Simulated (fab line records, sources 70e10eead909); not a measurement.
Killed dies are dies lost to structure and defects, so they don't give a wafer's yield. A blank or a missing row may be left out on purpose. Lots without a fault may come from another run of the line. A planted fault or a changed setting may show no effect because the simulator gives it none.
fab line records | flow nand_harc
record lots=12 wafers=36 last_day=24
route steps=1159 shown A_M0@1019 A_M1@1038 END@1159
lots that met no fault: from a run of the same line without faults
start_h: hours from the record's first day to the start of the lot's first wafer shown | wait_h: hours since the lot's step before | " the same as in the row above | L1.1+2: a row that stands for several wafers | - no value, or no start given | * or withheld: withheld | < > ~ a bound
route shown NAME@n: a module of which the file shows steps, and the number in the route of the first | usual: mean/standard deviation of fault-free wafers | same: alike in all rows | chamber/n: place in a boat | sites: the reading at each site | _std_site: their standard deviation | _edge_site: outer sites' mean less inner sites' | radius_mm: how far each site lies from the wafer's centre | mask NAME#n: copy n | behind: the tool/chamber that last shaped the wafer | hold: why the lot was held/for how many hours/how that ended | device: the transistor (n, p or np) that didn't switch | end of line: the same wafers' tests at the end of the route | a step without rows: its recipe alone | killed: dies lost to structure and defects at the first sort, not the wafer's yield | map: a wafer's dies, x killed, . not, _ none there
set.NAME: the setting as run; set.NAME@STEP: as run at that earlier step | model.NAME: the simulator's own value behind a step, which no gauge read
steps of the route over a sample of lots; a table a step, a row a wafer
services: from which hour (start_h, from the record's first day; less than 0 if before it) a tool's chamber was out of use, for how many hours, and why
## steps
# step NHARC_A_M0_CMP_23
# recipe t_overpolish_s=20 target_thk_nm=113.75
# usual motor_current_A=12.1/1.4 time_to_endpoint_s=28/3.7
# columns lot.wafer tool chamber start_h wait_h motor_current_A time_to_endpoint_s
L310.1 cmp-02 2 403.92 - 11.1 26
L310.3 " 3 " " 13.0 28
L310.6 " 3 " " 13.2 28
L312.3 cmp-01 3 407.58 - 10.7 29
L312.5 " 0 " " 12.9 35
L312.6 " 1 " " 11.1 31
L313.1 cmp-02 0 409.33 - 14.5 23
L313.4 " 2 " " 11.9 26
L313.5 " 0 " " 14.4 24
L315.2 cmp-01 1 424.36 - 11.4 30
L315.4 " 3 " " 11.6 25
L315.5 " 1 " " 11.7 32
L316.2 cmp-03 3 443.27 - 15.2 26
L316.5 " 3 " " 14.1 27
L316.6 " 0 " " 10.6 27
L319.1 cmp-02 2 448.34 - 11.6 24
L319.6 " 0 " " 13.9 24
L319.5 " 1 " " 10.9 28
L322.1 cmp-02 0 468.15 - 14.3 24
L322.3 " 1 " " 11.5 28
L322.5 " 2 " " 11.6 24
L320.3 cmp-03 0 469.16 - 10.5 28
L320.1 " 1 " " 11.3 28
L320.5 " 0 " " 11.0 28
L329.3 cmp-02 0 506.14 - 14.4 24
L329.1 " 3 " " 12.5 29
L329.6 " 1 " " 11.3 34
L327.2 cmp-02 2 508.60 - 12.2 26
L327.1 " 3 " " 12.8 29
L327.6 " 1 " " 11.3 31
L330.4 cmp-03 1 523.73 - 12.2 23
L330.6 " 3 " " 14.4 28
L330.5 " 0 " " 10.5 30
L332.2 cmp-01 1 536.79 - 11.8 28
L332.1 " 2 " " 9.8 30
L332.5 " 1 " " 11.6 25
# step NHARC_A_M1_INSPECT_11
# usual raw_defect_count=32/13
# columns lot.wafer tool chamber start_h wait_h raw_defect_count
L310.1 defect_inspect-02 - 406.24 0.0 14
L310.3 " - " " 8
L310.6 " - " " 14
L312.3 defect_inspect-01 - 409.68 0.0 22
L312.5 " - " " 20
L312.6 " - " " 32
L313.1 defect_inspect-02 - 411.37 0.0 32
L313.4 " - " " 17
L313.5 " - " " 19
L315.2 defect_inspect-02 - 426.26 0.0 22
L315.4 " - " " 25
L315.5 " - " " 14
L316.2 defect_inspect-01 - 445.43 0.0 18
L316.5 " - " " 27
L316.6 " - " " 24
L319.1 defect_inspect-02 - 450.15 0.0 21
L319.5 " - " " 28
L319.6 " - " " 36
L322.1 defect_inspect-01 - 470.11 0.0 24
L322.3 " - " " 18
L322.5 " - " " 30
L320.1 defect_inspect-01 - 471.11 0.0 26
L320.3 " - " " 36
L320.5 " - " " 24
L329.1 defect_inspect-01 - 508.17 0.0 38
L329.3 " - " " 45
L329.6 " - " " 46
L327.1 defect_inspect-02 - 510.65 0.0 24
L327.2 " - " " 40
L327.6 " - " " 32
L330.4 defect_inspect-01 - 525.67 0.0 45
L330.5 " - " " 37
L330.6 " - " " 40
L332.1 defect_inspect-02 - 538.77 0.0 52
L332.2 " - " " 47
L332.5 " - " " 46
# step NHARC_A_M1_ETCH_28
# recipe target_depth_a=300 over_etch_frac=0.3 time_s=72.99 ion_energy_ev=150 cf4_flow_sccm=50 n2_flow_sccm=100 ar_flow_sccm=150 rf_w=300 bias_w=100 chemistry=CF4/N2
# usual drypump_motor_current_A=5.9/0.3 oes_product_au=0.998/0.019 rf_vpp_V=314.1/1.6 run_length_s=94.1/0.5 showerhead_plenum_p_Torr=2.62/0.09 throttle_valve_pct=19.795/0.0096
# columns lot.wafer tool chamber start_h wait_h drypump_motor_current_A oes_product_au rf_hours_counter_h rf_vpp_V run_length_s showerhead_plenum_p_Torr throttle_valve_pct
L310.3 rie_diel-01 1 406.93 - 5.8 0.962 6 314.1 93.9 2.58 19.775
L310.1 " 2 " " 5.9 1.019 5 313.1 94.5 2.59 19.788
L310.6 " 1 " " 5.8 0.962 - 314.3 93.4 2.58 19.798
L312.3 rie_diel-01 2 410.40 - 5.9 1.022 5 313.4 94.5 2.59 19.803
L312.5 " 3 " " 5.8 0.990 - 313.0 93.8 2.60 19.787
L312.6 " 0 " " 5.6 1.032 - 314.9 93.8 2.73 19.801
L313.1 rie_diel-10 0 412.07 - 5.3 0.996 1 316.2 93.3 2.74 19.801
L313.4 " 2 " " 6.1 0.995 1 312.2 95.1 2.54 19.810
L313.5 " 0 " " 5.2 0.996 - 316.2 93.4 2.74 19.794
L315.4 rie_diel-09 3 426.95 - 5.7 0.986 12 315.5 93.9 2.68 19.803
L315.2 " 1 " " 6.2 1.008 11 317.7 93.2 2.75 19.798
L315.5 " 3 " " 5.7 0.999 - 313.6 94.0 2.68 19.784
L316.2 rie_diel-09 1 446.12 - 6.2 0.976 1 316.0 93.2 2.75 19.787
L316.5 " 0 " " 6.5 1.013 - 312.2 94.4 2.50 19.776
L316.6 " 1 " " 6.2 0.975 - 317.1 93.4 2.75 19.797
L319.1 rie_diel-09 3 450.83 - 5.7 0.987 0 314.7 75.8 2.68 19.815
L319.5 " 3 " " 5.7 0.988 - 317.0 75.8 2.68 19.792
L319.6 " 0 " " 6.5 1.018 - 312.2 94.3 2.50 19.805
L322.1 rie_diel-09 1 470.79 - 6.2 0.984 3 315.7 75.6 2.74 19.790
L322.3 " 3 " " 5.7 0.985 2 314.3 94.3 2.68 19.790
L322.5 " 2 " " 6.1 0.981 - 311.7 76.3 2.46 19.809
L320.3 rie_diel-01 3 471.79 - 5.8 0.978 10 314.3 93.8 2.60 19.787
L320.1 " 2 " " 5.9 1.016 9 314.1 95.2 2.59 19.800
L320.5 " 0 " " 5.7 1.032 - 316.8 93.7 2.73 19.800
L329.1 rie_diel-10 1 508.85 - 5.8 1.017 4 314.8 94.6 2.62 19.793
L329.3 " 3 " " 6.0 0.999 4 316.0 93.7 2.63 19.802
L329.6 " 1 " " 5.8 1.004 - 314.2 94.6 2.62 19.780
L327.1 rie_diel-01 0 511.34 - 5.6 1.004 0 315.1 93.5 2.73 19.800
L327.2 " 3 " " 5.8 0.981 0 313.0 93.9 2.60 19.789
L327.6 " 0 " " 5.6 1.006 - 315.8 93.6 2.73 19.780
L330.4 rie_diel-01 1 526.38 - 5.8 1.000 2 313.0 93.5 2.57 19.787
L330.5 " 3 " " 5.8 0.990 - 313.7 93.9 2.60 19.790
L330.6 " 0 " " 5.6 1.013 - 316.2 93.5 2.73 19.775
L332.1 rie_diel-09 3 539.47 - 5.7 0.989 7 314.6 94.3 2.68 19.799
L332.2 " 2 " " 6.0 0.999 8 311.4 94.7 2.45 19.788
L332.5 " 3 " " 5.7 1.010 - 314.8 94.4 2.68 19.799
# step NHARC_A_M1_ANNEAL_31
# recipe temp_c=225 time_s=90
# usual wafer_temp_C_max=226.03/0.26
# columns lot.wafer tool chamber start_h wait_h wafer_temp_C_max
L310.1 rtp_anneal-01 0 408.08 - 225.65
L310.3 " 0 " " 225.92
L310.6 " 0 " " 225.99
L312.3 rtp_anneal-02 0 411.87 0.3 226.06
L312.5 " 0 " " 225.48
L312.6 " 0 " " 225.81
L313.1 rtp_anneal-02 0 413.21 0.3 226.20
L313.4 " 0 " " 226.27
L313.5 " 0 " " 226.20
L315.2 rtp_anneal-01 0 428.13 - 225.82
L315.4 " 0 " " 225.98
L315.5 " 0 " " 225.65
L316.2 rtp_anneal-02 0 447.57 - 226.24
L316.5 " 0 " " 226.21
L316.6 " 0 " " 226.42
L319.1 rtp_anneal-01 0 452.38 0.3 226.04
L319.5 " 0 " " 226.21
L319.6 " 0 " " 226.33
L322.1 rtp_anneal-02 0 472.10 0.3 225.83
L322.3 " 0 " " 225.94
L322.5 " 0 " " 225.97
L320.1 rtp_anneal-02 0 472.92 - 226.17
L320.3 " 0 " " 226.36
L320.5 " 0 " " 226.44
L329.1 rtp_anneal-01 0 510.00 0.3 225.95
L329.3 " 0 " " 225.87
L329.6 " 0 " " 225.77
L327.1 rtp_anneal-01 0 512.50 0.3 225.90
L327.2 " 0 " " 226.44
L327.6 " 0 " " 225.82
L330.4 rtp_anneal-02 0 527.69 0.4 226.22
L330.5 " 0 " " 226.19
L330.6 " 0 " " 226.38
L332.1 rtp_anneal-02 0 540.61 0.3 226.13
L332.2 " 0 " " 226.14
L332.5 " 0 " " 225.97
# step NHARC_END_SORT_01
# recipe temp_c=25
# usual defect_limited_yield=95.1/1.5 killed_at_array=29/10 killed_at_other=0.7/1 killed_at_periphery=3.7/2.6 killed_dies=33/10 killed_open=3.4/1.8 killed_short=1.8/1.3 sort_bin_2_pct=1.5/0.64 sort_bin_3_pct=0.29/0.24 sort_bin_4_pct=3.1/0.95 sort_n_pass=644/10 sort_rim_yield_pct=96.9/2.6 sort_yield_pct=95.1/1.5
# same gross_dies=677 sort_bin_5_pct[%]=0 sort_bin_6_pct[%]=0 sort_bin_7_pct[%]=0 sort_bin_8_pct[%]=0 sort_rim_n_gross=106.00
# columns lot.wafer tool chamber start_h wait_h defect_limited_yield[%] killed_at_array killed_at_other killed_at_periphery killed_dies killed_open killed_short sort_bin_2_pct[%] sort_bin_3_pct[%] sort_bin_4_pct[%] sort_n_pass sort_rim_yield_pct[%] sort_yield_pct[%]
L319.1 prober-01 0 483.91 2.5 96.5 21 0 3 24 2 0 1.2 0.15 2.2 653 97.2 96.5
L319.5 prober-01 0 487.09 3.7 95.7 28 0 1 29 1 1 0.9 0.15 3.2 648 99.1 95.7
L319.6 prober-01 0 487.89 4.0 95.6 30 0 0 30 3 1 0.9 0.15 3.4 647 95.3 95.6
L316.2 prober-02 0 484.72 2.8 96.8 17 0 5 22 4 0 1.3 0 1.9 655 93.4 96.8
L316.5 prober-02 0 487.15 3.7 96.2 20 0 6 26 3 1 1.5 0.44 1.9 651 95.3 96.2
L316.6 prober-02 0 487.95 4.0 95.1 26 0 7 33 4 2 1.5 0.74 2.7 644 100.0 95.1
L322.1 prober-01 0 506.65 2.5 93.8 31 0 11 42 5 3 2.4 0 3.8 635 98.1 93.8
L322.3 prober-01 0 508.23 3.1 96.9 16 1 4 21 4 1 0.7 0.15 2.2 656 99.1 96.9
L322.5 prober-01 0 509.81 3.7 94.2 31 1 7 39 3 4 1.5 0.15 4.1 638 96.2 94.2
L320.1 prober-02 0 507.95 2.5 95.1 28 3 2 33 3 2 1.6 0.15 3.1 644 96.2 95.1
L320.3 prober-02 0 509.55 3.1 93.9 34 2 5 41 6 1 1.9 0.30 3.8 636 96.2 93.9
L320.5 prober-02 0 511.14 3.7 95.3 30 0 2 32 5 5 1.3 0 3.4 645 98.1 95.3
L327.1 prober-02 0 559.26 2.5 95.6 23 0 7 30 4 2 1.3 0.44 2.7 647 98.1 95.6
L327.2 prober-02 0 560.06 2.8 93.4 36 0 9 45 3 3 1.2 0.89 4.6 632 99.1 93.4
L327.6 prober-02 0 563.26 4.0 93.6 28 0 15 43 6 1 1.9 0.59 3.8 634 98.1 93.6
L332.1 prober-01 0 574.07 2.5 93.1 46 0 1 47 2 1 2.2 1.18 3.5 630 98.1 93.1
L332.2 prober-01 0 574.86 2.8 92.3 49 0 3 52 6 3 2.2 0.15 5.3 625 98.1 92.3
L332.5 prober-01 0 577.25 3.7 93.4 39 0 6 45 5 3 1.2 0.30 5.2 632 94.3 93.4
# killed by level:class
L319.1 A_SLIT:chamber_film_flake=9 A_CONTACT:chamber_film_flake=4 A_CHANNEL_HOLE_D1:chamber_film_flake=3 A_STAIRCASE:chamber_film_flake=2 P_M0:geometric_particle:open=1 A_CHANNEL_FILL_D1:geometric_particle:open=1 P_ZERO_WELL:chamber_film_flake=1 P_GATE:chamber_film_flake=1
L316.2 A_CHANNEL_HOLE_D1:chamber_film_flake=10 A_STAIRCASE:chamber_film_flake=3 P_STI:chamber_film_flake=2 P_BONDPAD:chamber_film_flake=2 A_SOURCE_PLATE:geometric_particle:open=1 A_WL_FILL:geometric_particle:open=1 A_CONTACT:geometric_particle:open=1 A_M0:geometric_particle:open=1
L319.5 A_CHANNEL_HOLE_D1:chamber_film_flake=8 A_SLIT:chamber_film_flake=8 A_STAIRCASE:chamber_film_flake=6 A_CONTACT:chamber_film_flake=3 A_CHANNEL_FILL_D1:geometric_particle:open=1 A_CONTACT:geometric_particle:short=1 P_STI:chamber_film_flake=1 A_M1:area_etch=1
L316.5 A_CHANNEL_HOLE_D1:chamber_film_flake=10 P_BONDPAD:chamber_film_flake=4 A_STAIRCASE:chamber_film_flake=3 A_M1:chamber_film_flake=2 A_ONON_D1:geometric_particle:open=1 A_CHANNEL_FILL_D1:geometric_particle:short=1 A_CHANNEL_FILL_D1:geometric_particle:open=1 A_SGD_CUT:geometric_particle:open=1
L319.6 A_SLIT:chamber_film_flake=13 A_CHANNEL_HOLE_D1:chamber_film_flake=7 A_CONTACT:chamber_film_flake=3 A_CONTACT:geometric_particle:open=2 A_STAIRCASE:chamber_film_flake=2 A_CHANNEL_FILL_D1:geometric_particle:open=1 A_CHANNEL_FILL_D1:geometric_particle:short=1 A_ZERO_WELL:chamber_film_flake=1
L316.6 A_CHANNEL_HOLE_D1:chamber_film_flake=16 P_BONDPAD:chamber_film_flake=7 A_CONTACT:chamber_film_flake=3 A_WL_FILL:geometric_particle:open=2 A_CHANNEL_FILL_D1:geometric_particle:open=1 A_CONTACT:geometric_particle:short=1 A_CONTACT:geometric_particle:open=1 A_M0:geometric_particle:short=1
L322.1 A_STAIRCASE:chamber_film_flake=9 A_CONTACT:chamber_film_flake=7 A_CHANNEL_HOLE_D1:chamber_film_flake=6 P_M2:chamber_film_flake=5 P_GATE:chamber_film_flake=4 A_CONTACT:geometric_particle:open=2 A_WL_FILL:chamber_film_flake=2 P_CONTACT:geometric_particle:open=1
L320.1 A_SLIT:chamber_film_flake=12 A_CHANNEL_HOLE_D1:chamber_film_flake=6 A_CONTACT:chamber_film_flake=4 A_WL_FILL:geometric_particle:short=2 P_M2:chamber_film_flake=2 THIN_TSV:chamber_film_flake=2 A_SGD_CUT:geometric_particle:open=1 A_WL_FILL:geometric_particle:open=1
L322.3 A_STAIRCASE:chamber_film_flake=5 A_CHANNEL_HOLE_D1:chamber_film_flake=4 A_CONTACT:chamber_film_flake=3 A_M0:geometric_particle:open=2 P_ZERO_WELL:chamber_film_flake=2 P_GATE:geometric_particle:open=1 A_SOURCE_PLATE:geometric_particle:short=1 A_CONTACT:geometric_particle:open=1
L320.3 A_SLIT:chamber_film_flake=14 A_CHANNEL_HOLE_D1:chamber_film_flake=7 A_CONTACT:geometric_particle:open=3 A_STAIRCASE:chamber_film_flake=3 A_CONTACT:chamber_film_flake=3 P_M2:chamber_film_flake=2 A_WL_FILL:chamber_film_flake=2 THIN_TSV:chamber_film_flake=2
L322.5 A_CHANNEL_HOLE_D1:chamber_film_flake=12 A_BLC:chamber_film_flake=5 A_STAIRCASE:chamber_film_flake=4 P_M2:chamber_film_flake=3 A_CONTACT:chamber_film_flake=3 A_WL_FILL:geometric_particle:short=2 P_STI:chamber_film_flake=2 P_M0:geometric_particle:open=1
L320.5 A_SLIT:chamber_film_flake=14 A_CHANNEL_HOLE_D1:chamber_film_flake=3 A_STAIRCASE:chamber_film_flake=3 P_CONTACT:geometric_particle:short=1 P_M1:geometric_particle:short=1 A_SOURCE_PLATE:geometric_particle:open=1 A_ONON_D1:geometric_particle:short=1 A_CHANNEL_HOLE_D1:geometric_particle:open=1
L327.1 A_SLIT:chamber_film_flake=9 A_CHANNEL_HOLE_D1:chamber_film_flake=7 P_GATE:chamber_film_flake=2 A_SGD_CUT:chamber_film_flake=2 A_CONTACT:chamber_film_flake=2 P_CONTACT:geometric_particle:open=1 P_M0:geometric_particle:open=1 P_M1:geometric_particle:open=1
L327.2 A_SLIT:chamber_film_flake=14 A_CONTACT:chamber_film_flake=9 A_CHANNEL_HOLE_D1:chamber_film_flake=7 P_STI:chamber_film_flake=4 A_M1:geometric_particle:short=2 P_GATE:chamber_film_flake=2 P_CONTACT:chamber_film_flake=2 P_M1:geometric_particle:open=1
L327.6 A_SLIT:chamber_film_flake=16 P_ZERO_WELL:chamber_film_flake=5 P_STI:chamber_film_flake=4 A_CONTACT:chamber_film_flake=4 A_CHANNEL_HOLE_D1:chamber_film_flake=3 P_CONTACT:geometric_particle:open=2 P_CONTACT:chamber_film_flake=2 P_M2:geometric_particle:open=1
L332.1 A_SLIT:chamber_film_flake=25 A_CHANNEL_HOLE_D1:chamber_film_flake=8 A_CONTACT:chamber_film_flake=8 A_CONTACT:geometric_particle:open=2 A_WL_FILL:chamber_film_flake=2 A_CHANNEL_HOLE_D1:geometric_particle:short=1 P_GATE:chamber_film_flake=1
L332.2 A_SLIT:chamber_film_flake=20 A_CHANNEL_HOLE_D1:chamber_film_flake=12 A_CONTACT:chamber_film_flake=9 P_CONTACT:geometric_particle:open=3 A_WL_FILL:chamber_film_flake=2 A_ONON_D1:geometric_particle:short=1 A_CHANNEL_HOLE_D1:geometric_particle:short=1 A_CHANNEL_FILL_D1:geometric_particle:open=1
L332.5 A_SLIT:chamber_film_flake=22 A_CHANNEL_HOLE_D1:chamber_film_flake=6 A_CONTACT:chamber_film_flake=5 P_STI:chamber_film_flake=4 P_CONTACT:geometric_particle:open=2 A_CHANNEL_FILL_D1:geometric_particle:open=1 A_CHANNEL_FILL_D1:geometric_particle:short=1 A_SGD_CUT:geometric_particle:open=1
## services
# columns tool chamber start_h hours kind
rie_diel-09 0 385.81 - clean
rie_diel-09 1 385.81 - clean
rie_diel-09 2 385.81 - clean
rie_diel-09 3 385.81 - clean
cmp-02 - 391.67 0.5 repair
rie_diel-09 3 396.25 8.2 repair
cmp-02 - 424.15 4.0 pm
cmp-02 - 428.15 - consumable_replace:conditioner
cmp-02 - 428.15 - consumable_replace:pad
rie_diel-09 - 430.05 0.3 repair
rie_diel-09 - 431.10 9.0 pm
cmp-03 - 450.00 4.0 pm
cmp-03 - 462.05 1.0 repair
cmp-01 - 473.64 4.0 pm
cmp-01 - 478.19 0.7 repair
cmp-03 - 487.95 0.3 repair
rie_diel-01 - 491.80 9.0 pm
cmp-02 - 491.86 1.0 repair
cmp-03 - 514.26 0.5 repair
rie_diel-09 3 514.92 4.3 repair
cmp-02 - 522.15 4.0 pm
cmp-02 - 526.15 - consumable_replace:conditioner
cmp-02 - 526.15 - consumable_replace:pad
rie_diel-10 - 530.50 9.0 pm
## key
first_sign step=NHARC_A_M1_ETCH_28 reading=run_length_s direction=down sigmas=37 usual=* struck=*
effect none on later readings
met_at NHARC_A_M1_ETCH_28
struck_lots L319,L322
struck_wafers L319.1,L319.5,L322.1,L322.5
not_acting_at NHARC_A_M0_CMP_23,NHARC_A_M1_INSPECT_11,NHARC_A_M1_ANNEAL_31
onset_between 446.12 450.83
fault kind=process_parameter_drift tool=rie_diel-09 chamber=- onset_h=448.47 steps=NHARC_A_M1_ETCH_28 channel=time_s offset=* shape=step end_h=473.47 scope=struck_wafers_only acts_in=* stated=*
